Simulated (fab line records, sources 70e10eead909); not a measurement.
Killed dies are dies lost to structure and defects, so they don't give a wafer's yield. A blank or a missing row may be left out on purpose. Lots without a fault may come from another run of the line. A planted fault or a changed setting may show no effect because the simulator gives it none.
Which tool did it? | flow nand_harc | 11 lots, 33 wafers sampled, at 4 steps of a route of 1159

WHAT THE GAUGES READ, wafer by wafer
The record holds no reading of a measuring or inspecting step that can be judged against a usual standard deviation.

WHICH TOOL RAN EACH LOT (tool, then ch and the chambers of the sampled wafers, then the start)
lot  | NHARC_A_CONTACT_ETCH_88            | NHARC_A_CONTACT_ETCH_135             | NHARC_A_CONTACT_ETCH_92            | NHARC_A_CONTACT_ALD_18
L204 | rie_diel-13 ch 0,3, day 17 11:07   | har_cap_etch-01 ch 0,1, day 17 12:13 | rie_diel-12 ch 1,2,3, day 17 13:08 | ald_metal-03 ch 1,2,3, day 17 14:49
L203 | rie_diel-12 ch 0,1,2, day 17 13:45 | har_cap_etch-02 ch 0,1, day 17 15:02 | rie_diel-12 ch 0,3, day 17 15:55   | ald_metal-04 ch 0,2, day 17 17:08
L213 | rie_diel-12 ch 0,1,3, day 20 00:10 | har_cap_etch-01 ch 0,1, day 20 01:38 | rie_diel-12 ch 1,2, day 20 02:31   | ald_metal-03 ch 0,1, day 20 03:50
L211 | rie_diel-13 ch 1,2, day 20 07:13   | har_cap_etch-02 ch 0,1, day 20 08:21 | rie_diel-12 ch 1,2, day 20 09:22   | ald_metal-02 ch 2,3, day 20 12:04
L215 | rie_diel-13 ch 0,3, day 20 14:28   | har_cap_etch-01 ch 0,1, day 20 15:34 | rie_diel-13 ch 1,2,3, day 20 16:28 | ald_metal-04 ch 0,2, day 20 17:37
L214 | rie_diel-12 ch 0,2,3, day 20 17:35 | har_cap_etch-02 ch 0,1, day 20 18:43 | rie_diel-12 ch 1,2,3, day 20 19:37 | ald_metal-02 ch 0,2,3, day 20 20:49
L216 | rie_diel-12 ch 1,2,3, day 20 20:24 | har_cap_etch-03 ch 0,1, day 20 21:31 | rie_diel-10 ch 0,1,3, day 20 22:25 | ald_metal-04 ch 0,1,3, day 20 23:36
L218 | rie_diel-12 ch 0,1,3, day 21 13:26 | har_cap_etch-02 ch 0,1, day 21 14:32 | rie_diel-13 ch 0,1,2, day 21 15:26 | ald_metal-02 ch 0,2,3, day 21 16:48
L220 | rie_diel-12 ch 0,2,3, day 21 14:39 | har_cap_etch-01 ch 0,1, day 21 15:46 | rie_diel-10 ch 0,2, day 21 16:41   | ald_metal-03 ch 1,2,3, day 21 17:58
L221 | rie_diel-12 ch 0,2,3, day 22 12:55 | har_cap_etch-03 ch 0,1, day 22 14:01 | rie_diel-10 ch 1,2,3, day 22 14:54 | ald_metal-03 ch 0,2,3, day 22 16:27
L222 | rie_diel-13 ch 2,3, day 22 15:47   | har_cap_etch-03 ch 0,1, day 22 17:06 | rie_diel-13 ch 0,2,3, day 22 17:59 | ald_metal-04 ch 1,2,3, day 22 19:36
- NHARC_A_CONTACT_ETCH_88: etches the open film in CF4, target depth 39 nm, time 65 s.
- NHARC_A_CONTACT_ETCH_135: etches the open film in C4F8/O2/Ar, time 132 s, target depth 1287 nm.
- NHARC_A_CONTACT_ETCH_92: etches the open film in CH3F/O2, target depth 40 nm, time 85.7 s.
- NHARC_A_CONTACT_ALD_18: deposits TiN, target thk 3 nm, pulse time 1 s, ald cycles 150.

WHAT THE TOOLS THEMSELVES READ (means of the sampled wafers that have a number; where no wafer has one, the mark that the record gives instead)
NHARC_A_CONTACT_ETCH_88. Usual: bias_w 99.98 W, standard deviation 0.3; drypump_motor_current_A 5.9 A, standard deviation 0.51; mfc_ar_sccm 0.012 sccm, standard deviation 0.013; oes_product_au 1.001 a.u., standard deviation 0.0094; rf_vpp_V 150.9 V, standard deviation 1.2; run_length_s 86.2 s, standard deviation 0.38; showerhead_plenum_p_Torr 1.74 Torr, standard deviation 0.072; throttle_valve_pct 13.285 %, standard deviation 0.009.
lot  | tool        | bias_w (W) | drypump_motor_current_A (A) | mfc_ar_sccm (sccm) | oes_product_au (a.u.) | rf_vpp_V (V) | run_length_s (s) | showerhead_plenum_p_Torr (Torr) | throttle_valve_pct (%) | flag
L204 | rie_diel-13 | 100.00     | 6.0                         | 0.005              | 1.005                 | 151.1        | 86.1             | 1.74                            | 13.281                 |
L203 | rie_diel-12 | 99.90      | 6.1                         | 0.004              | 1.007                 | 151.5        | 86.3             | 1.74                            | 13.286                 |
L213 | rie_diel-12 | 99.81      | 5.8                         | 0.015              | 1.010                 | 150.0        | 86.1             | 1.72                            | 13.279                 |
L211 | rie_diel-13 | 99.98      | 6.3                         | 0.009              | 0.998                 | 150.2        | 86.1             | 1.71                            | 13.292                 |
L215 | rie_diel-13 | 100.21     | 5.9                         | 0.009              | 1.000                 | 150.6        | 86.0             | 1.74                            | 13.288                 |
L214 | rie_diel-12 | 100.13     | 5.7                         | 0.017              | 1.001                 | 150.9        | 86.2             | 1.77                            | 13.295                 |
L216 | rie_diel-12 | 100.02     | 6.1                         | 0.016              | 1.005                 | 150.6        | 86.3             | 1.80                            | 13.281                 |
L218 | rie_diel-12 | 99.82      | 5.8                         | 0.015              | 1.004                 | 150.6        | 85.8             | 1.72                            | 13.292                 |
L220 | rie_diel-12 | 100.46     | 5.7                         | 0.017              | 1.004                 | 150.9        | 86.1             | 1.77                            | 13.281                 |
L221 | rie_diel-12 | 100.23     | 5.7                         | 0.017              | 0.990                 | 150.5        | 85.9             | 1.77                            | 13.288                 |
L222 | rie_diel-13 | 100.18     | 6.1                         | 0.009              | 1.008                 | 151.1        | 86.5             | 1.70                            | 13.283                 |

NHARC_A_CONTACT_ETCH_92. Usual: bias_w 100.0 W, standard deviation 0.31; drypump_motor_current_A 5.9 A, standard deviation 0.5; mfc_ar_sccm 200.0 sccm, standard deviation 0.55; oes_product_au 0.942 a.u., standard deviation 0.029; rf_vpp_V 244.1 V, standard deviation 1.8; run_length_s 106.9 s, standard deviation 0.38; showerhead_plenum_p_Torr 2.43 Torr, standard deviation 0.11; throttle_valve_pct 20.662 %, standard deviation 0.0098.
lot  | tool        | bias_w (W) | drypump_motor_current_A (A) | mfc_ar_sccm (sccm) | oes_product_au (a.u.) | rf_vpp_V (V) | run_length_s (s) | showerhead_plenum_p_Torr (Torr) | throttle_valve_pct (%) | flag
L204 | rie_diel-12 | 100.1      | 6.1                         | 199.6              | 0.933                 | 244.5        | 106.9            | 2.51                            | 20.658                 |
L203 | rie_diel-12 | 99.9       | 5.4                         | 200.1              | 0.949                 | 244.4        | 106.7            | 2.45                            | 20.668                 |
L213 | rie_diel-12 | 99.9       | 6.4                         | 199.7              | 0.930                 | 246.1        | 98.3             | 2.54                            | 20.668                 | OFF
L211 | rie_diel-12 | 100.0      | 6.4                         | 200.3              | 0.929                 | 246.0        | 98.1             | 2.54                            | 20.651                 | OFF
L215 | rie_diel-13 | 99.8       | 6.2                         | 200.2              | 0.923                 | 243.9        | 107.1            | 2.37                            | 20.666                 |
L214 | rie_diel-12 | 100.0      | 6.1                         | 200.1              | 0.936                 | 245.4        | 98.1             | 2.51                            | 20.673                 | OFF
L216 | rie_diel-10 | 100.0      | 5.6                         | 200.4              | 1.003                 | 243.8        | 106.9            | 2.43                            | 20.654                 |
L218 | rie_diel-13 | 99.9       | 6.1                         | 199.6              | 1.009                 | 243.6        | 106.7            | 2.38                            | 20.671                 |
L220 | rie_diel-10 | 100.2      | 5.2                         | 200.1              | 0.922                 | 242.8        | 107.4            | 2.34                            | 20.661                 |
L221 | rie_diel-10 | 100.0      | 5.5                         | 200.6              | 1.001                 | 243.9        | 107.0            | 2.43                            | 20.656                 |
L222 | rie_diel-13 | 100.3      | 5.9                         | 199.8              | 0.922                 | 243.0        | 107.0            | 2.37                            | 20.663                 |

NHARC_A_CONTACT_ALD_18. Usual: heater_power_w 1061 W, standard deviation 140; precursor_pulse_height_rel 1.001, standard deviation 0.021.
lot  | tool         | heater_power_w (W) | precursor_pulse_height_rel | flag
L204 | ald_metal-03 | 1059               | 1.017                      |
L203 | ald_metal-04 | 1070               | 0.993                      |
L213 | ald_metal-03 | 977                | 0.995                      |
L211 | ald_metal-02 | 1266               | 0.981                      |
L215 | ald_metal-04 | 1098               | 1.008                      |
L214 | ald_metal-02 | 1106               | 1.001                      |
L216 | ald_metal-04 | 992                | 1.004                      |
L218 | ald_metal-02 | 1113               | 1.020                      |
L220 | ald_metal-03 | 1087               | 0.995                      |
L221 | ald_metal-03 | 1045               | 0.994                      |
L222 | ald_metal-04 | 1023               | 1.016                      |

THE ANSWER, worked out from the rows above alone
Rule: a lot is off if the mean of its wafers that have a number lies more than 3 standard deviations from the usual mean. A lot without any number at a reading at which 4 lots or more have one is off too. The other lots that the step has rows for count as sound. The gauges are gone through in route order, then the tools' own readings, and for those a lot's mean is taken as printed above. The first step at which some lot is off is used, and at that step the reading that is off furthest; a lot without a number counts as furthest.
Off: L213, L211, L214, at NHARC_A_CONTACT_ETCH_92 (run_length_s).
A tool fits if, at that step or a process step before it, it ran every lot that is off, and no sound lot after the first of them. One fits: rie_diel-12 at NHARC_A_CONTACT_ETCH_92. Its last sound lot is L203 (day 17 15:55), its first lot that is off L213 (day 20 02:31): a fault that began between those two fits.
The tool's own readings at NHARC_A_CONTACT_ETCH_92 bear it out: on the lots that are off they differ by more than 5 times the standard deviation of the sound lots' means. run_length_s reads 98.2 s there against 107.0 s on the sound lots.

WHAT THE SIMULATOR HAD PUT IN
Process parameter drift: rie_diel-12, from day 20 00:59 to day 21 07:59, at NHARC_A_CONTACT_ETCH_92. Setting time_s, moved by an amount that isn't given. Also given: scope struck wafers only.
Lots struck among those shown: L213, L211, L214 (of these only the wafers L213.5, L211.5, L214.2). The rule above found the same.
